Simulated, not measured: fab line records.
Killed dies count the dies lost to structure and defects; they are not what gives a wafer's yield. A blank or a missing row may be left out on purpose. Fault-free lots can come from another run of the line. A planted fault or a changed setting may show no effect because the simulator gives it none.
Problem report in the 8D (eight disciplines) form, filled by code :: flow n5-finfet :: the parts of the form that need people (team, actions taken, sign-off) are left out

1. PROBLEM STATEMENT
cd-nm at N5_BEOL_M9_CD_MEAS_28 reads a mean of 71.88 nm on 1 wafer of 1 lot; wafers without a fault read 70.06 nm with a standard deviation of 0.28. Measured from the usual mean, that is +6.5 standard deviations.
The step: target cd 70 nm.
Seen first at day 14 11:58 on cd-sem-01, wafer L825.2. The record holds 27 wafers of 9 lots with a number at this step. Rule for "out", or "out of limits": more than 4 standard deviations from the usual mean. All remaining wafers that have a number are taken as sound.

2. WHAT THIS IS AND IS NOT
question: which readings at this step
is: cd-nm
is not: -

question: which lots
is: L825
is not: L811, L812, L815, L817, L819, L831, L832, L833

question: which wafers of those lots
is: L825.2
is not: L825.1, L825.4

question: read on which gauges
is: cd-sem-01
is not: cd-sem-02, cd-sem-03

question: when
is: from day 14 11:58
is not: up to then (17 sound wafers); but 9 sound wafers of L831, L832, L833 came after

3. THE SUSPECTS, EACH WITH WHAT RULES IT OUT
Counting: any tool at a process step up to the reading remains a suspect provided it ran every lot that is out. Sound lots after the first of them don't rule it out here, since some wafers of a struck lot are sound.
- the gauge at N5_BEOL_M9_CD_MEAS_28: kept. All the wafers that are out were read on cd-sem-01, and no step on other tools shows them out.
- euv-scanner-02 at N5_BEOL_M9_EXPOSE_25 (exposes mask V8): kept. The lot that is out, L825, ran on it at day 14 11:50; the last sound lot it ran before that was L819, at day 13 13:07.
The count leaves cd-sem-01 at N5_BEOL_M9_CD_MEAS_28 and euv-scanner-02 at N5_BEOL_M9_EXPOSE_25.

4. THE CAUSE (what the simulator had put in)
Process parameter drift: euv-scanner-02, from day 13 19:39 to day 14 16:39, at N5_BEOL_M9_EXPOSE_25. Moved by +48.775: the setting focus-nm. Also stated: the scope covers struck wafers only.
Counting left 2 suspects, and this tool is among them.

5. SEQUENCE OF EFFECTS, ordered by route
Rows list readings where the struck wafers' mean (over those with a number) sits beyond 3 standard deviations from the usual. Only readings whose record carries a usual standard deviation are examined. hours: median over the lots of the time between each lot's start at the first step of this table that gives one and its start at this step. sigmas: the change, counted in usual standard deviations.
hours: 0
step: N5_BEOL_M9_CD_MEAS_28
reading: cd-nm
usual: 70.06 nm
on struck wafers: 71.88
change: +1.82
sigmas: +6.5

6. WHAT WOULD HAVE CAUGHT IT SOONER
The first out-of-limits reading at a measuring or inspecting step in this record came at day 14 11:58, 16 hours after the fault's start at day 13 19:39.
An alarm limit of 4 standard deviations would not have fired on the tool readings at N5_BEOL_M9_EXPOSE_25 for which the record gives a usual standard deviation, since none of them was out on any struck wafer.
The start of N5_BEOL_M9_EXPOSE_25 on euv-scanner-02 came by day 14 11:58 for every one of the lots that are out (1). Holding the tool at that point would not have protected any of them.
